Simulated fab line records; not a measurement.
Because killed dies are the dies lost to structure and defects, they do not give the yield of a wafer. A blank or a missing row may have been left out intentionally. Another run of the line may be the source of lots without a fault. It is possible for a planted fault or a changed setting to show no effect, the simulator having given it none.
Which tool did it? || flow nand harc || 42 wafers from 14 lots sampled at 5 of the route's 1302 steps

## WHAT EACH GAUGE READ, for each wafer
NHARC_THIN_TSV_CD_MEAS_37. Usual: cd nm reads 4998.6 nm (standard deviation 2.7).
{"lot": "L912", "measured": "day 23 17:34", "on": "cd sem-02", "cd nm (nm)": "4997.7 4998.7 4995.0", "flag": ""}
{"lot": "L914", "measured": "day 25 04:13", "on": "cd sem-02", "cd nm (nm)": "4996.8 4996.2 4993.4", "flag": ""}
{"lot": "L915", "measured": "day 25 08:42", "on": "cd sem-01", "cd nm (nm)": "5002.1 4999.7 4996.5", "flag": ""}
{"lot": "L916", "measured": "day 25 09:57", "on": "cd sem-02", "cd nm (nm)": "4999.1 4995.4 4996.5", "flag": ""}
{"lot": "L917", "measured": "day 26 20:28", "on": "cd sem-01", "cd nm (nm)": "4999.8 4999.7 4994.9", "flag": ""}
{"lot": "L918", "measured": "day 26 19:25", "on": "cd sem-03", "cd nm (nm)": "4998.0 4999.6 4995.5", "flag": ""}
{"lot": "L920", "measured": "day 27 10:55", "on": "cd sem-03", "cd nm (nm)": "4994.8 4994.0 4998.1", "flag": ""}
{"lot": "L922", "measured": "day 28 14:57", "on": "cd sem-01", "cd nm (nm)": "4996.3 4997.1 4995.1", "flag": ""}
{"lot": "L923", "measured": "day 28 09:11", "on": "cd sem-01", "cd nm (nm)": "4996.1 4998.3 4996.9", "flag": ""}
{"lot": "L924", "measured": "day 28 23:04", "on": "cd sem-02", "cd nm (nm)": "4999.4 5004.3 4999.6", "flag": ""}
{"lot": "L926", "measured": "day 29 14:27", "on": "cd sem-01", "cd nm (nm)": "4998.7 5000.9 4997.2", "flag": ""}
{"lot": "L935", "measured": "day 34 13:33", "on": "cd sem-02", "cd nm (nm)": "4996.3 4997.6 5001.2", "flag": ""}

NHARC_END_SORT_01. Usual: killed at array 59, standard deviation 20; killed at other 0.8, standard deviation 1.2; killed at periphery 3.5, standard deviation 2.2; killed dies 63, standard deviation 20; killed open 3.3, standard deviation 1.8; killed short 2.6, standard deviation 1.7.
{"lot": "L925", "measured": "day 29 21:08", "on": "prober-01", "killed at array": "39 35 27", "killed at other": "1 0 1", "killed at periphery": "637 642 649", "killed dies": "677 677 677", "killed open": "2 6 2", "killed short": "1 2 1", "flag": "OFF"}
{"lot": "L930", "measured": "day 31 16:10", "on": "prober-01", "killed at array": "91 82 87", "killed at other": "0 0 0", "killed at periphery": "586 595 590", "killed dies": "677 677 677", "killed open": "4 2 5", "killed short": "5 3 3", "flag": "OFF"}

## WHICH TOOL RAN EACH LOT (tool, then ch and the chambers of the sampled wafers, then the start)
{"lot": "L912", "NHARC_P_GATE_DEVELOP_45": "litho track-07 ch 0, day 5 09:00", "NHARC_THIN_TSV_ETCH_15": "rie si-01 ch 0,3, day 23 10:37", "NHARC_THIN_TSV_DEGAS_53": "pvd sputter-03, day 23 14:59"}
{"lot": "L914", "NHARC_P_GATE_DEVELOP_45": "litho track-03 ch 0, day 6 19:00", "NHARC_THIN_TSV_ETCH_15": "rie si-02 ch 1,2, day 24 21:41", "NHARC_THIN_TSV_DEGAS_53": "pvd sputter-02, day 25 01:39"}
{"lot": "L915", "NHARC_P_GATE_DEVELOP_45": "litho track-07 ch 0, day 7 00:00", "NHARC_THIN_TSV_ETCH_15": "rie si-06 ch 0,1,2, day 25 01:59", "NHARC_THIN_TSV_DEGAS_53": "pvd sputter-02, day 25 06:07"}
{"lot": "L916", "NHARC_P_GATE_DEVELOP_45": "litho track-03 ch 0, day 7 04:00", "NHARC_THIN_TSV_ETCH_15": "rie si-01 ch 0,2,3, day 25 03:17", "NHARC_THIN_TSV_DEGAS_53": "pvd sputter-03, day 25 07:30"}
{"lot": "L917", "NHARC_P_GATE_DEVELOP_45": "litho track-03 ch 0, day 7 19:00", "NHARC_THIN_TSV_ETCH_15": "rie si-02 ch 0,2,3, day 26 14:05", "NHARC_THIN_TSV_DEGAS_53": "pvd sputter-03, day 26 18:01"}
{"lot": "L918", "NHARC_P_GATE_DEVELOP_45": "litho track-03 ch 0, day 8 06:00", "NHARC_THIN_TSV_ETCH_15": "rie si-06 ch 0,1, day 26 13:02", "NHARC_THIN_TSV_DEGAS_53": "pvd sputter-02, day 26 16:59"}
{"lot": "L920", "NHARC_P_GATE_DEVELOP_45": "litho track-07 ch 0, day 9 03:00", "NHARC_THIN_TSV_ETCH_15": "rie si-02 ch 0,2,3, day 27 04:31", "NHARC_THIN_TSV_DEGAS_53": "pvd sputter-02, day 27 08:28"}
{"lot": "L922", "NHARC_P_GATE_DEVELOP_45": "litho track-07 ch 0, day 9 15:00", "NHARC_THIN_TSV_ETCH_15": "rie si-02 ch 0,2,3, day 28 08:35", "NHARC_THIN_TSV_DEGAS_53": "pvd sputter-03, day 28 12:29"}
{"lot": "L923", "NHARC_P_GATE_DEVELOP_45": "litho track-07 ch 0, day 10 08:00", "NHARC_THIN_TSV_ETCH_15": "rie si-01 ch 0,1,2, day 28 02:04", "NHARC_THIN_TSV_DEGAS_53": "pvd sputter-02, day 28 06:36"}
{"lot": "L924", "NHARC_P_GATE_DEVELOP_45": "litho track-03 ch 0, day 10 12:00", "NHARC_THIN_TSV_ETCH_15": "rie si-02 ch 0,3, day 28 16:31", "NHARC_THIN_TSV_DEGAS_53": "pvd sputter-03, day 28 20:28"}
{"lot": "L926", "NHARC_P_GATE_DEVELOP_45": "litho track-03 ch 0, day 11 14:00", "NHARC_THIN_TSV_ETCH_15": "rie si-02 ch 0,1, day 29 07:50", "NHARC_THIN_TSV_DEGAS_53": "pvd sputter-03, day 29 11:53"}
{"lot": "L925", "NHARC_P_GATE_DEVELOP_45": "litho track-03 ch 0, day 11 15:00", "NHARC_THIN_TSV_ETCH_15": "-", "NHARC_THIN_TSV_DEGAS_53": "-"}
{"lot": "L930", "NHARC_P_GATE_DEVELOP_45": "litho track-03 ch 0, day 12 21:00", "NHARC_THIN_TSV_ETCH_15": "-", "NHARC_THIN_TSV_DEGAS_53": "-"}
{"lot": "L935", "NHARC_P_GATE_DEVELOP_45": "litho track-07 ch 0, day 15 01:00", "NHARC_THIN_TSV_ETCH_15": "rie si-02 ch 0,1, day 34 06:47", "NHARC_THIN_TSV_DEGAS_53": "pvd sputter-03, day 34 10:57"}
- NHARC_P_GATE_DEVELOP_45: time 70 s.
- NHARC_THIN_TSV_ETCH_15: target depth 3000 nm, bosch target overetch cycles 2, bosch etch step 2.8 s.
- NHARC_THIN_TSV_DEGAS_53: time 60 s.

## AS READ BY THE TOOLS THEMSELVES (means over the sampled wafers that have a number; for cases with no such wafer, the mark the record gives instead)
NHARC_THIN_TSV_ETCH_15. Usual: drypump motor current A reads 5.6 A (standard deviation 0.54).
{"lot": "L912", "tool": "rie si-01", "drypump motor current A (A)": 6.1, "flag": ""}
{"lot": "L914", "tool": "rie si-02", "drypump motor current A (A)": 5.8, "flag": ""}
{"lot": "L915", "tool": "rie si-06", "drypump motor current A (A)": 6.0, "flag": ""}
{"lot": "L916", "tool": "rie si-01", "drypump motor current A (A)": 5.8, "flag": ""}
{"lot": "L917", "tool": "rie si-02", "drypump motor current A (A)": 5.4, "flag": ""}
{"lot": "L918", "tool": "rie si-06", "drypump motor current A (A)": 5.3, "flag": ""}
{"lot": "L920", "tool": "rie si-02", "drypump motor current A (A)": 5.4, "flag": ""}
{"lot": "L922", "tool": "rie si-02", "drypump motor current A (A)": 5.3, "flag": ""}
{"lot": "L923", "tool": "rie si-01", "drypump motor current A (A)": 5.6, "flag": ""}
{"lot": "L924", "tool": "rie si-02", "drypump motor current A (A)": 5.1, "flag": ""}
{"lot": "L926", "tool": "rie si-02", "drypump motor current A (A)": 5.2, "flag": ""}
{"lot": "L935", "tool": "rie si-02", "drypump motor current A (A)": 5.2, "flag": ""}

NHARC_THIN_TSV_DEGAS_53. Usual: heater power w 479 W, standard deviation 45; susceptor temp C 300.01 C, standard deviation 0.2.
{"lot": "L912", "tool": "pvd sputter-03", "heater power w (W)": 447, "susceptor temp C (C)": 299.82, "flag": ""}
{"lot": "L914", "tool": "pvd sputter-02", "heater power w (W)": 481, "susceptor temp C (C)": 299.94, "flag": ""}
{"lot": "L915", "tool": "pvd sputter-02", "heater power w (W)": 511, "susceptor temp C (C)": 300.09, "flag": ""}
{"lot": "L916", "tool": "pvd sputter-03", "heater power w (W)": 505, "susceptor temp C (C)": 300.12, "flag": ""}
{"lot": "L917", "tool": "pvd sputter-03", "heater power w (W)": 488, "susceptor temp C (C)": "-", "flag": "OFF"}
{"lot": "L918", "tool": "pvd sputter-02", "heater power w (W)": 481, "susceptor temp C (C)": 299.98, "flag": ""}
{"lot": "L920", "tool": "pvd sputter-02", "heater power w (W)": 482, "susceptor temp C (C)": "-", "flag": "OFF"}
{"lot": "L922", "tool": "pvd sputter-03", "heater power w (W)": 522, "susceptor temp C (C)": 300.03, "flag": ""}
{"lot": "L923", "tool": "pvd sputter-02", "heater power w (W)": 476, "susceptor temp C (C)": 300.12, "flag": ""}
{"lot": "L924", "tool": "pvd sputter-03", "heater power w (W)": 456, "susceptor temp C (C)": 299.94, "flag": ""}
{"lot": "L926", "tool": "pvd sputter-03", "heater power w (W)": 480, "susceptor temp C (C)": 300.01, "flag": ""}
{"lot": "L935", "tool": "pvd sputter-03", "heater power w (W)": 502, "susceptor temp C (C)": 300.02, "flag": ""}

## THE ANSWER, worked out from the rows above alone
Rule: a lot is off if the mean of its wafers that have a number lies more than 3 standard deviations from the usual mean. A lot without any number at a reading at which 4 lots or more have one is off too. The other lots that the step has rows for count as sound. The gauges are gone through in route order, then the tools' own readings, and for those a lot's mean is taken as printed above. The first step at which some lot is off is used, and at that step the reading that is off furthest; a lot without a number counts as furthest.
Off: L925, L930, at NHARC_END_SORT_01 (killed at periphery). Neither off nor sound, because the step has no rows for them: L912, L914, L915, L916, L917, L918, L920, L922, L923, L924, L926, L935.
A tool fits if, at a process step before that reading, it ran every lot that is off, and no sound lot after the first of them. Those tools and the gauges at NHARC_END_SORT_01 are tried in the same way. 2 tools fit, litho track-03 at NHARC_P_GATE_DEVELOP_45 and prober-01 at NHARC_END_SORT_01, so this cannot tell which one it is.

## WHAT WAS PUT IN BY THE SIMULATOR
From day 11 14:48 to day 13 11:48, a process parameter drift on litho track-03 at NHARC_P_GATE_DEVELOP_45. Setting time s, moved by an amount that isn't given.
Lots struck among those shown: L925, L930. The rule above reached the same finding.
